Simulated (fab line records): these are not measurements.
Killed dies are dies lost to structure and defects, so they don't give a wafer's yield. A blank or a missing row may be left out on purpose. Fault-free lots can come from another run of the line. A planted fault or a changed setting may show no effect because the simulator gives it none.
The tool behind it: which one? || flow nand-harc || Sampling: 12 lots, 36 wafers, 5 of 1302 route steps

== WHAT EACH GAUGE READ, for each wafer ==
NHARC_A_CONTACT_OVL_MEAS_43.
{"lot": "L190", "measured": "day 21 01:47", "on": "overlay-01", "overlay-x-nm (nm)": "-0.1 0.1 -0.7", "overlay-y-nm (nm)": "1.5 2.1 1.2"}
{"lot": "L193", "measured": "day 22 05:58", "on": "overlay-01", "overlay-x-nm (nm)": "0.5 0.6 0.0", "overlay-y-nm (nm)": "-0.4 0.1 -0.2"}
{"lot": "L194", "measured": "day 22 08:22", "on": "overlay-02", "overlay-x-nm (nm)": "1.1 1.5 0.8", "overlay-y-nm (nm)": "0.4 -0.1 -0.4"}
{"lot": "L199", "measured": "day 25 13:48", "on": "overlay-02", "overlay-x-nm (nm)": "-0.1 0.4 0.4", "overlay-y-nm (nm)": "-0.1 0.2 0.2"}
{"lot": "L201", "measured": "day 25 17:32", "on": "overlay-01", "overlay-x-nm (nm)": "1.2 1.2 0.9", "overlay-y-nm (nm)": "-0.4 -0.2 -0.8"}
{"lot": "L203", "measured": "day 26 01:33", "on": "overlay-01", "overlay-x-nm (nm)": "-0.6 -0.2 -0.6", "overlay-y-nm (nm)": "0.9 1.2 0.6"}
{"lot": "L202", "measured": "day 26 02:41", "on": "overlay-02", "overlay-x-nm (nm)": "-0.9 -1.3 -0.5", "overlay-y-nm (nm)": "-2.1 -1.6 -1.7"}
{"lot": "L207", "measured": "day 28 01:13", "on": "overlay-02", "overlay-x-nm (nm)": "0.0 -0.2 -1.0", "overlay-y-nm (nm)": "-0.8 -0.7 -1.3"}
{"lot": "L208", "measured": "day 29 11:53", "on": "overlay-02", "overlay-x-nm (nm)": "1.0 0.6 0.3", "overlay-y-nm (nm)": "0.3 -0.4 0.4"}
{"lot": "L211", "measured": "day 30 01:58", "on": "overlay-02", "overlay-x-nm (nm)": "0.3 0.2 0.5", "overlay-y-nm (nm)": "0.4 0.2 0.2"}
{"lot": "L212", "measured": "day 30 06:23", "on": "overlay-02", "overlay-x-nm (nm)": "-1.5 -1.7 -1.0", "overlay-y-nm (nm)": "0.4 0.0 -0.1"}
{"lot": "L213", "measured": "day 30 17:56", "on": "overlay-01", "overlay-x-nm (nm)": "-0.1 -0.2 -0.4", "overlay-y-nm (nm)": "1.0 1.7 1.3"}

NHARC_END_SORT_01.
{"lot": "L199", "measured": "day 28 18:43", "on": "prober-01", "killed-at-array": "672 671 675", "killed-at-other": "0 0 1", "killed-at-periphery": "5 6 1", "killed-dies": "677 677 677", "killed-open": "4 3 3", "killed-short": "4 4 2"}
{"lot": "L201", "measured": "day 29 02:55", "on": "prober-02", "killed-at-array": "668 671 668", "killed-at-other": "1 2 0", "killed-at-periphery": "8 4 9", "killed-dies": "677 677 677", "killed-open": "1 2 1", "killed-short": "1 1 1"}
{"lot": "L203", "measured": "day 29 10:34", "on": "prober-01", "killed-at-array": "82 76 54", "killed-at-other": "2 4 1", "killed-at-periphery": "1 3 3", "killed-dies": "85 83 58", "killed-open": "4 2 4", "killed-short": "1 0 2"}

== TOOL THAT RAN EACH LOT (tool first, then ch and the chambers of the sampled wafers, then the start) ==
{"lot": "L190", "NHARC_A_CONTACT_ETCH_50": "rie-diel-12 ch 2,3, day 21 04:19 or earlier", "NHARC_A_CONTACT_ETCH_114": "har-cap-etch-02 ch 0,1, day 21 04:19", "NHARC_A_CONTACT_ETCH_118": "har-cap-etch-02 ch 0,1, day 21 04:59"}
{"lot": "L193", "NHARC_A_CONTACT_ETCH_50": "rie-diel-12 ch 0,3, day 22 08:28 or earlier", "NHARC_A_CONTACT_ETCH_114": "har-cap-etch-02 ch 0,1, day 22 08:28", "NHARC_A_CONTACT_ETCH_118": "har-cap-etch-02 ch 0,1, day 22 09:08"}
{"lot": "L194", "NHARC_A_CONTACT_ETCH_50": "rie-diel-08 ch 0,1,2, day 22 10:52 or earlier", "NHARC_A_CONTACT_ETCH_114": "har-cap-etch-03 ch 0, day 22 10:52", "NHARC_A_CONTACT_ETCH_118": "har-cap-etch-03 ch 0, day 22 11:32"}
{"lot": "L199", "NHARC_A_CONTACT_ETCH_50": "rie-diel-08 ch 0,2,3, day 25 17:01 or earlier", "NHARC_A_CONTACT_ETCH_114": "har-cap-etch-03 ch 0,1, day 25 17:01", "NHARC_A_CONTACT_ETCH_118": "har-cap-etch-03 ch 0,1, day 25 17:56"}
{"lot": "L201", "NHARC_A_CONTACT_ETCH_50": "rie-diel-08 ch 0,2,3, day 25 20:01 or earlier", "NHARC_A_CONTACT_ETCH_114": "har-cap-etch-01 ch 0,1, day 25 20:01", "NHARC_A_CONTACT_ETCH_118": "har-cap-etch-01 ch 0,1, day 25 20:43"}
{"lot": "L203", "NHARC_A_CONTACT_ETCH_50": "rie-diel-08 ch 1,2,3, day 26 04:09 or earlier", "NHARC_A_CONTACT_ETCH_114": "har-cap-etch-03 ch 0,1, day 26 04:09", "NHARC_A_CONTACT_ETCH_118": "har-cap-etch-03 ch 0,1, day 26 04:50"}
{"lot": "L202", "NHARC_A_CONTACT_ETCH_50": "rie-diel-05 ch 0,1,2, day 26 05:20 or earlier", "NHARC_A_CONTACT_ETCH_114": "har-cap-etch-01 ch 0,1, day 26 05:20", "NHARC_A_CONTACT_ETCH_118": "har-cap-etch-01 ch 0,1, day 26 06:07"}
{"lot": "L207", "NHARC_A_CONTACT_ETCH_50": "rie-diel-08 ch 0,1,2, day 28 05:16 or earlier", "NHARC_A_CONTACT_ETCH_114": "har-cap-etch-01 ch 0,1, day 28 05:16", "NHARC_A_CONTACT_ETCH_118": "har-cap-etch-01 ch 0,1, day 28 05:56"}
{"lot": "L208", "NHARC_A_CONTACT_ETCH_50": "rie-diel-12 ch 0,2, day 29 14:34 or earlier", "NHARC_A_CONTACT_ETCH_114": "har-cap-etch-03 ch 1, day 29 14:34", "NHARC_A_CONTACT_ETCH_118": "har-cap-etch-03 ch 1, day 29 15:28"}
{"lot": "L211", "NHARC_A_CONTACT_ETCH_50": "rie-diel-08 ch 0,2,3, day 30 04:35 or earlier", "NHARC_A_CONTACT_ETCH_114": "har-cap-etch-02 ch 1, day 30 04:35", "NHARC_A_CONTACT_ETCH_118": "har-cap-etch-02 ch 1, day 30 05:26"}
{"lot": "L212", "NHARC_A_CONTACT_ETCH_50": "rie-diel-05 ch 0,1,2, day 30 08:52 or earlier", "NHARC_A_CONTACT_ETCH_114": "har-cap-etch-01 ch 0,1, day 30 08:52", "NHARC_A_CONTACT_ETCH_118": "har-cap-etch-01 ch 0,1, day 30 09:33"}
{"lot": "L213", "NHARC_A_CONTACT_ETCH_50": "rie-diel-08 ch 1,2,3, day 30 20:29 or earlier", "NHARC_A_CONTACT_ETCH_114": "har-cap-etch-01 ch 0,1, day 30 20:29", "NHARC_A_CONTACT_ETCH_118": "har-cap-etch-01 ch 0,1, day 30 21:11"}
- NHARC_A_CONTACT_ETCH_50: etches the open film in CF4/CHF3, target depth 121 nm, time 60.5 s.
- NHARC_A_CONTACT_ETCH_114: etches the open film in C4F8/O2/Ar, time 190 s, target depth 1850 nm.
- NHARC_A_CONTACT_ETCH_118: etches the open film in C4F8/O2/Ar, time 190 s, target depth 1850 nm.

== AS READ BY THE TOOLS THEMSELVES (means over the sampled wafers that have a number; for cases with no such wafer, the mark the record gives instead) ==
NHARC_A_CONTACT_ETCH_50.
{"lot": "L190", "tool": "rie-diel-12", "bias-w (W)": 200.3, "cf4-flow-sccm (sccm)": 100.27, "drypump-motor-current-A (A)": 5.66, "oes-product-au (a.u.)": 0.944, "rf-vpp-V (V)": 369.1, "showerhead-plenum-p-Torr (Torr)": 1.52, "throttle-valve-pct (%)": 16.803}
{"lot": "L193", "tool": "rie-diel-12", "bias-w (W)": 199.6, "cf4-flow-sccm (sccm)": 99.97, "drypump-motor-current-A (A)": 5.66, "oes-product-au (a.u.)": 0.910, "rf-vpp-V (V)": 368.0, "showerhead-plenum-p-Torr (Torr)": 1.50, "throttle-valve-pct (%)": 16.808}
{"lot": "L194", "tool": "rie-diel-08", "bias-w (W)": 199.9, "cf4-flow-sccm (sccm)": 99.64, "drypump-motor-current-A (A)": 6.14, "oes-product-au (a.u.)": 0.979, "rf-vpp-V (V)": 371.8, "showerhead-plenum-p-Torr (Torr)": 1.59, "throttle-valve-pct (%)": 16.811}
{"lot": "L199", "tool": "rie-diel-08", "bias-w (W)": 200.2, "cf4-flow-sccm (sccm)": 100.23, "drypump-motor-current-A (A)": 5.99, "oes-product-au (a.u.)": 0.966, "rf-vpp-V (V)": 369.6, "showerhead-plenum-p-Torr (Torr)": 1.55, "throttle-valve-pct (%)": 16.802}
{"lot": "L201", "tool": "rie-diel-08", "bias-w (W)": 199.7, "cf4-flow-sccm (sccm)": 99.98, "drypump-motor-current-A (A)": 6.01, "oes-product-au (a.u.)": 0.967, "rf-vpp-V (V)": 370.2, "showerhead-plenum-p-Torr (Torr)": 1.55, "throttle-valve-pct (%)": 16.798}
{"lot": "L203", "tool": "rie-diel-08", "bias-w (W)": 200.6, "cf4-flow-sccm (sccm)": 100.08, "drypump-motor-current-A (A)": 5.99, "oes-product-au (a.u.)": 0.957, "rf-vpp-V (V)": 369.1, "showerhead-plenum-p-Torr (Torr)": 1.55, "throttle-valve-pct (%)": 16.805}
{"lot": "L202", "tool": "rie-diel-05", "bias-w (W)": 199.9, "cf4-flow-sccm (sccm)": 100.08, "drypump-motor-current-A (A)": 5.85, "oes-product-au (a.u.)": 0.952, "rf-vpp-V (V)": 368.1, "showerhead-plenum-p-Torr (Torr)": 1.51, "throttle-valve-pct (%)": 16.797}
{"lot": "L207", "tool": "rie-diel-08", "bias-w (W)": 199.3, "cf4-flow-sccm (sccm)": 99.88, "drypump-motor-current-A (A)": 6.14, "oes-product-au (a.u.)": 0.934, "rf-vpp-V (V)": 370.7, "showerhead-plenum-p-Torr (Torr)": 1.58, "throttle-valve-pct (%)": 16.795}
{"lot": "L208", "tool": "rie-diel-12", "bias-w (W)": 200.0, "cf4-flow-sccm (sccm)": 99.83, "drypump-motor-current-A (A)": 5.83, "oes-product-au (a.u.)": 0.951, "rf-vpp-V (V)": 368.9, "showerhead-plenum-p-Torr (Torr)": 1.52, "throttle-valve-pct (%)": 16.806}
{"lot": "L211", "tool": "rie-diel-08", "bias-w (W)": 200.0, "cf4-flow-sccm (sccm)": 100.05, "drypump-motor-current-A (A)": 6.01, "oes-product-au (a.u.)": 0.962, "rf-vpp-V (V)": 369.8, "showerhead-plenum-p-Torr (Torr)": 1.55, "throttle-valve-pct (%)": 16.799}
{"lot": "L212", "tool": "rie-diel-05", "bias-w (W)": 200.2, "cf4-flow-sccm (sccm)": 99.74, "drypump-motor-current-A (A)": 5.84, "oes-product-au (a.u.)": 0.923, "rf-vpp-V (V)": 369.1, "showerhead-plenum-p-Torr (Torr)": 1.50, "throttle-valve-pct (%)": 16.816}
{"lot": "L213", "tool": "rie-diel-08", "bias-w (W)": 199.7, "cf4-flow-sccm (sccm)": 99.91, "drypump-motor-current-A (A)": 6.01, "oes-product-au (a.u.)": 0.921, "rf-vpp-V (V)": 369.3, "showerhead-plenum-p-Torr (Torr)": 1.54, "throttle-valve-pct (%)": 16.797}

NHARC_A_CONTACT_ETCH_114.
{"lot": "L190", "tool": "har-cap-etch-02", "chamber-pressure-mTorr (mTorr)": 19.994, "oes-air-line-au (a.u.)": 1.001}
{"lot": "L193", "tool": "har-cap-etch-02", "chamber-pressure-mTorr (mTorr)": 20.005, "oes-air-line-au (a.u.)": 0.990}
{"lot": "L194", "tool": "har-cap-etch-03", "chamber-pressure-mTorr (mTorr)": 19.973, "oes-air-line-au (a.u.)": 1.003}
{"lot": "L199", "tool": "har-cap-etch-03", "chamber-pressure-mTorr (mTorr)": "-", "oes-air-line-au (a.u.)": "-"}
{"lot": "L201", "tool": "har-cap-etch-01", "chamber-pressure-mTorr (mTorr)": "-", "oes-air-line-au (a.u.)": "-"}
{"lot": "L203", "tool": "har-cap-etch-03", "chamber-pressure-mTorr (mTorr)": 19.999, "oes-air-line-au (a.u.)": 0.996}
{"lot": "L202", "tool": "har-cap-etch-01", "chamber-pressure-mTorr (mTorr)": 20.021, "oes-air-line-au (a.u.)": 1.006}
{"lot": "L207", "tool": "har-cap-etch-01", "chamber-pressure-mTorr (mTorr)": 20.029, "oes-air-line-au (a.u.)": 0.995}
{"lot": "L208", "tool": "har-cap-etch-03", "chamber-pressure-mTorr (mTorr)": 20.002, "oes-air-line-au (a.u.)": 0.974}
{"lot": "L211", "tool": "har-cap-etch-02", "chamber-pressure-mTorr (mTorr)": 20.009, "oes-air-line-au (a.u.)": 0.998}
{"lot": "L212", "tool": "har-cap-etch-01", "chamber-pressure-mTorr (mTorr)": 20.019, "oes-air-line-au (a.u.)": 1.006}
{"lot": "L213", "tool": "har-cap-etch-01", "chamber-pressure-mTorr (mTorr)": 20.002, "oes-air-line-au (a.u.)": 1.009}

NHARC_A_CONTACT_ETCH_118.
{"lot": "L190", "tool": "har-cap-etch-02", "chamber-pressure-mTorr (mTorr)": 19.987, "oes-air-line-au (a.u.)": 0.975}
{"lot": "L193", "tool": "har-cap-etch-02", "chamber-pressure-mTorr (mTorr)": 20.000, "oes-air-line-au (a.u.)": 0.982}
{"lot": "L194", "tool": "har-cap-etch-03", "chamber-pressure-mTorr (mTorr)": 19.988, "oes-air-line-au (a.u.)": 0.999}
{"lot": "L199", "tool": "har-cap-etch-03", "chamber-pressure-mTorr (mTorr)": 19.991, "oes-air-line-au (a.u.)": 1.020}
{"lot": "L201", "tool": "har-cap-etch-01", "chamber-pressure-mTorr (mTorr)": 19.987, "oes-air-line-au (a.u.)": 1.007}
{"lot": "L203", "tool": "har-cap-etch-03", "chamber-pressure-mTorr (mTorr)": 20.000, "oes-air-line-au (a.u.)": 1.014}
{"lot": "L202", "tool": "har-cap-etch-01", "chamber-pressure-mTorr (mTorr)": 20.016, "oes-air-line-au (a.u.)": 0.995}
{"lot": "L207", "tool": "har-cap-etch-01", "chamber-pressure-mTorr (mTorr)": 19.996, "oes-air-line-au (a.u.)": 1.007}
{"lot": "L208", "tool": "har-cap-etch-03", "chamber-pressure-mTorr (mTorr)": 19.999, "oes-air-line-au (a.u.)": 0.999}
{"lot": "L211", "tool": "har-cap-etch-02", "chamber-pressure-mTorr (mTorr)": 20.011, "oes-air-line-au (a.u.)": 1.007}
{"lot": "L212", "tool": "har-cap-etch-01", "chamber-pressure-mTorr (mTorr)": 19.990, "oes-air-line-au (a.u.)": 0.981}
{"lot": "L213", "tool": "har-cap-etch-01", "chamber-pressure-mTorr (mTorr)": 19.984, "oes-air-line-au (a.u.)": 0.978}

== THE ANSWER, worked out from the rows above alone ==
Rule: usual is defined by the lots themselves. The widest of any qualifying gaps counts: lots, ordered by their means at a reading, are off when they make up no more than a third of the lots, leave a main group of 4 or more, and stand apart from it by 3 or more times the standard deviation of that group's means. If all means in a main group match to the digits the tables above print for the reading, that group is not used. Also off: a lot with no number at a reading for which 4 or more lots have one. All remaining lots with rows at the step are treated as sound. After the gauges, taken in route order, come the tools' own readings; for these a lot's mean is taken, as printed above. The first step at which some lot is off is used, and at that step the reading that is off furthest; a lot without a number counts as furthest.
Off, at NHARC_A_CONTACT_ETCH_114 on chamber-pressure-mTorr: L199, L201. Without a number there: L199, L201. For the main group the mean is 20.005 mTorr and the standard deviation 0.015.
A tool fits if, at that step or a process step before it, it ran every lot that is off, and no sound lot after the first of them. Because NHARC_A_CONTACT_ETCH_50 lacks a start for some lots, the hours and order of its lots are taken from NHARC_A_CONTACT_ETCH_114. Not one of the candidates tried fits.

== WHAT THE SIMULATOR HAD INSERTED ==
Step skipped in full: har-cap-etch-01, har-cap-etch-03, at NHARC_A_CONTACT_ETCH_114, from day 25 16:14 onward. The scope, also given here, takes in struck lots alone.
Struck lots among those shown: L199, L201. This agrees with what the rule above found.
